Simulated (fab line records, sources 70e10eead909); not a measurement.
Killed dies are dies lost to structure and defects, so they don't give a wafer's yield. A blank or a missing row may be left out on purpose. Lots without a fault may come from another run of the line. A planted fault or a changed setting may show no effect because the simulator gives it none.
fab line records | flow nand_harc
record lots=5 wafers=15 last_day=24
route steps=1159 shown P_GATE@170
lots that met no fault: from a run of the same line without faults
start_h: hours from the record's first day to the start of the lot's first wafer shown | wait_h: hours since the lot's step before | " the same as in the row above | L1.1+2: a row that stands for several wafers | - no value, or no start given | * or withheld: withheld | < > ~ a bound
route shown NAME@n: a module of which the file shows steps, and the number in the route of the first | usual: mean/standard deviation of fault-free wafers | same: alike in all rows | chamber/n: place in a boat | sites: the reading at each site | _std_site: their standard deviation | _edge_site: outer sites' mean less inner sites' | radius_mm: how far each site lies from the wafer's centre | mask NAME#n: copy n | behind: the tool/chamber that last shaped the wafer | hold: why the lot was held/for how many hours/how that ended | device: the transistor (n, p or np) that didn't switch | end of line: the same wafers' tests at the end of the route | a step without rows: its recipe alone | killed: dies lost to structure and defects at the first sort, not the wafer's yield | map: a wafer's dies, x killed, . not, _ none there
set.NAME: the setting as run; set.NAME@STEP: as run at that earlier step | model.NAME: the simulator's own value behind a step, which no gauge read
lots at some steps of the route; a table a step, a row a wafer
services: from which hour (start_h, from the record's first day; less than 0 if before it) a tool's chamber was out of use, for how many hours, and why
## steps
# step NHARC_P_GATE_CD_MEAS_46
# recipe target_cd_nm=720 landing_energy_ev=500
# usual cd_nm=719.7/2.2
# columns lot.wafer tool chamber start_h wait_h cd_nm
L837.1 cd_sem-02 0 107.91 - 716.1
L837.3 " 0 " " 713.8
L837.4 " 0 " " 720.4
L836.2 cd_sem-01 0 108.89 - 716.8
L836.4 " 0 " " 718.7
L836.5 " 0 " " 722.3
L843.2 cd_sem-02 0 154.39 - 718.0
L843.3 " 0 " " 722.3
L843.5 " 0 " " 720.5
L852.2 cd_sem-01 0 206.64 - 718.7
L852.4 " 0 " " 721.0
L852.5 " 0 " " 718.3
L857.3 cd_sem-01 0 233.16 - 723.2
L857.4 " 0 " " 723.1
L857.5 " 0 " " 718.7
# step NHARC_P_GATE_HARDBAKE_47
# recipe temp_c=125 time_s=80
# step NHARC_P_GATE_DESCUM_48
# recipe time_s=3 o2_flow_sccm=200 ar_flow_sccm=0 bias_power_w=0 chemistry=O2
# usual drypump_motor_current_A=5.7/0.42 oes_product_au=0.998/0.015 rf_vpp_V=57.8/0.9 showerhead_plenum_p_Torr=1.91/0.094 throttle_valve_pct=11.312/0.0092
# same time_s=3
# columns lot.wafer tool chamber start_h wait_h drypump_motor_current_A oes_product_au rf_hours_counter_h rf_vpp_V showerhead_plenum_p_Torr throttle_valve_pct
L837.1 rie_diel-12 3 108.07 - 6.0 1.018 16 57.5 1.99 11.317
L837.4 " 0 " " 6.1 1.001 17 59.4 1.79 11.317
L837.3 " 2 " " 5.9 0.988 16 56.5 2.06 11.313
L836.2 rie_diel-03 1 109.05 - 5.2 0.987 24 58.0 1.86 11.307
L836.4 " 0 " " 5.7 1.023 22 58.9 1.95 11.304
L836.5 " 1 " " 5.3 0.981 - 57.6 1.86 11.322
L843.2 rie_diel-12 0 154.67 - 6.1 1.006 24 57.7 1.79 11.323
L843.3 " 2 " " 6.0 1.004 23 58.5 2.06 11.301
L843.5 " 0 " " 6.1 1.012 - 55.9 1.79 11.316
L852.4 rie_diel-03 2 206.81 - 5.8 1.002 58 57.6 1.99 11.306
L852.2 " 0 " " 5.7 0.998 54 58.5 1.94 11.309
L852.5 " 3 " " 5.2 0.995 - 57.7 1.84 11.311
L857.3 rie_diel-12 2 233.32 - 6.0 1.001 4 59.1 2.05 11.310
L857.4 " 0 " " 6.1 1.007 4 58.2 1.78 11.301
L857.5 " 2 " " 6.0 1.017 - 57.5 2.05 11.333
# step NHARC_P_GATE_IMPLANT_49
# recipe energy_kev=30 dose_cm2=3e+15 tilt_deg=7
# step NHARC_P_GATE_STRIP_111
# recipe power_w=1500 temp_c=110 time_s=250 chemistry=N2/H2
# usual drypump_motor_current_A=5.7/0.58 heater_power_w=93/5.7
# same time_s=250
# columns lot.wafer tool chamber start_h wait_h drypump_motor_current_A heater_power_w rf_hours_counter_h
L837.1 plasma_asher-02 1 108.60 0.4 5.1 91 34
L837.4 " 0 " " 6.4 97 -
L837.3 " 1 " " 5.1 93 -
L836.2 plasma_asher-02 1 109.42 0.2 5.1 92 34
L836.4 " 1 " " 5.1 92 -
L836.5 " 1 " " 5.1 95 -
L843.2 plasma_asher-02 0 155.18 0.2 6.4 100 49
L843.3 " 1 " " 5.1 90 -
L843.5 " 0 " " 6.4 101 -
L852.2 plasma_asher-02 1 207.23 0.2 5.1 96 5
L852.4 " 0 " " 6.4 97 -
L852.5 " 0 " " 6.3 94 -
L857.4 plasma_asher-02 1 233.78 0.2 5.1 94 -
L857.3 " 0 " " 6.4 96 -
L857.5 " 1 " " 5.1 95 -
# step NHARC_P_GATE_STRIP_75
# recipe power_w=1500 temp_c=250 chemistry=O2
# usual drypump_motor_current_A=5.7/0.58 heater_power_w=347/22
# columns lot.wafer tool chamber start_h wait_h drypump_motor_current_A heater_power_w rf_hours_counter_h
L837.1 plasma_asher-02 1 108.87 0.2 5.2 351 34
L837.4 " 0 " " 6.4 371 -
L837.3 " 1 " " 5.1 348 -
L836.2 plasma_asher-02 1 109.72 0.3 5.1 347 34
L836.4 " 1 " " 5.1 350 -
L836.5 " 1 " " 5.1 355 -
L843.2 plasma_asher-02 0 155.47 0.2 6.4 376 49
L843.3 " 1 " " 5.1 355 -
L843.5 " 0 " " 6.4 370 -
L852.2 plasma_asher-02 1 207.49 0.2 5.1 354 5
L852.4 " 0 " " 6.4 350 -
L852.5 " 0 " " 6.4 349 -
L857.4 plasma_asher-02 1 234.00 0.2 5.1 368 -
L857.3 " 0 " " 6.4 356 -
L857.5 " 1 " " 5.1 356 -
# step NHARC_P_GATE_STRIP_50
# recipe time_s=900 temp_c=130 chemistry=SPM
# step NHARC_P_GATE_DEHYDRATE_51
# recipe temp_c=150 time_s=120
# step NHARC_P_GATE_HMDS_52
# recipe time_s=30
# step NHARC_P_GATE_COAT_53
# recipe spin_rpm=3000
# step NHARC_P_GATE_SOFTBAKE_54
# recipe temp_c=122 time_s=95
# step NHARC_P_GATE_EBR_55
# step NHARC_P_GATE_EXPOSE_56
# recipe na=0.6 target_cd_nm=720 dose_mj=14.81 mask_id=P_PSD
# usual focus_offset_nm=0.0/0.58
# columns lot.wafer tool chamber start_h wait_h mask focus_offset_nm
L837.1 krf_scanner-03 0 109.62 - P_PSD#0 0.5
L837.3 " 0 " " P_PSD#0 -0.3
L837.4 " 0 " " P_PSD#0 0.9
L836.2 krf_scanner-01 0 110.50 - P_PSD#0 -0.1
L836.4 " 0 " " P_PSD#0 0.2
L836.5 " 0 " " P_PSD#0 0.2
L843.2 krf_scanner-01 0 156.26 - P_NSD#0 0.7
L843.3 " 0 " " P_NSD#0 -0.7
L843.5 " 0 " " P_NSD#0 -1.0
L852.2 krf_scanner-03 0 208.12 - P_PSD#0 -0.5
L852.4 " 0 " " P_PSD#0 -0.3
L852.5 " 0 " " P_PSD#0 0.1
L857.3 krf_scanner-04 0 234.76 - P_PSD#0 -0.5
L857.4 " 0 " " P_PSD#0 0.5
L857.5 " 0 " " P_PSD#0 -1.0
# step NHARC_P_GATE_PEB_57
# recipe peb_temp_c=118 peb_time_s=85
# step NHARC_P_GATE_DEVELOP_58
# recipe time_s=70
# step NHARC_P_GATE_CD_MEAS_59
# recipe target_cd_nm=720 landing_energy_ev=500
# usual cd_nm=719.2/2.6
# columns lot.wafer tool chamber start_h wait_h cd_nm
L837.1 cd_sem-03 0 109.78 - 721.2
L837.3 " 0 " " 716.9
L837.4 " 0 " " 715.6
L836.2 cd_sem-03 0 110.65 - 719.3
L836.4 " 0 " " 720.2
L836.5 " 0 " " 715.6
L843.2 cd_sem-01 0 156.41 - -
L843.3 " 0 " " -
L843.5 " 0 " " -
L852.2 cd_sem-03 0 208.28 - 717.2
L852.4 " 0 " " 721.6
L852.5 " 0 " " 718.0
L857.3 cd_sem-01 0 234.91 - 718.6
L857.4 " 0 " " 723.8
L857.5 " 0 " " 721.5
# step NHARC_P_GATE_HARDBAKE_60
# recipe temp_c=125 time_s=80
## services
# columns tool chamber start_h hours kind
krf_scanner-01 - 89.06 3.9 repair
rie_diel-12 - 94.36 0.2 repair
rie_diel-12 - 102.47 0.4 repair
rie_diel-12 0 107.97 - clean
rie_diel-12 1 107.97 - clean
rie_diel-12 2 107.97 - clean
rie_diel-12 3 107.97 - clean
krf_scanner-03 - 125.85 0.8 repair
krf_scanner-04 - 126.00 4.0 pm
rie_diel-12 0 132.53 - clean
rie_diel-12 1 132.53 - clean
rie_diel-12 2 132.53 - clean
rie_diel-12 3 132.53 - clean
rie_diel-03 0 133.06 6.9 repair
krf_scanner-03 - 168.00 4.0 pm
plasma_asher-02 - 183.00 9.0 pm
plasma_asher-02 0 183.00 9.0 vent_cycle
plasma_asher-02 1 183.00 9.0 vent_cycle
plasma_asher-02 0 192.00 - clean
plasma_asher-02 1 192.00 - clean
rie_diel-12 - 202.40 9.0 pm
rie_diel-03 - 215.32 9.0 pm
krf_scanner-01 - 220.94 0.6 repair
rie_diel-03 0 231.06 2.7 repair
## key
first_sign step=NHARC_P_GATE_EXPOSE_56 reading=mask direction=changed
effect step=NHARC_P_GATE_CD_MEAS_59 reading=cd_nm direction=missing
met_at NHARC_P_GATE_EXPOSE_56
struck_wafers L843.2,L843.3,L843.5
later_rows_left_out L843.2,L843.3,L843.5
sort_left_out L843.2,L843.3,L843.5
tester_left_out L843
onset_between 110.50 156.26
fault kind=wrong_mask tool=any chamber=- onset_h=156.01 steps=NHARC_P_GATE_EXPOSE_56 aux_copy=P_NSD#0 scope=struck_lots_only
# tester_left_out: of these lots the tester's yield and bins aren't shown, on N5 and GAA mostly nor the transistor test; their killed dies are dies lost to structure and defects alone, not to doping, threshold or leakage, so they don't give the yield
# sort_left_out: the simulated sort isn't trusted on such a fault, so these wafers' sort isn't shown, and their yield isn't known
# later_rows_left_out: the simulator's readings of these wafers behind a module that went badly wrong aren't trusted and aren't shown, but for the sort
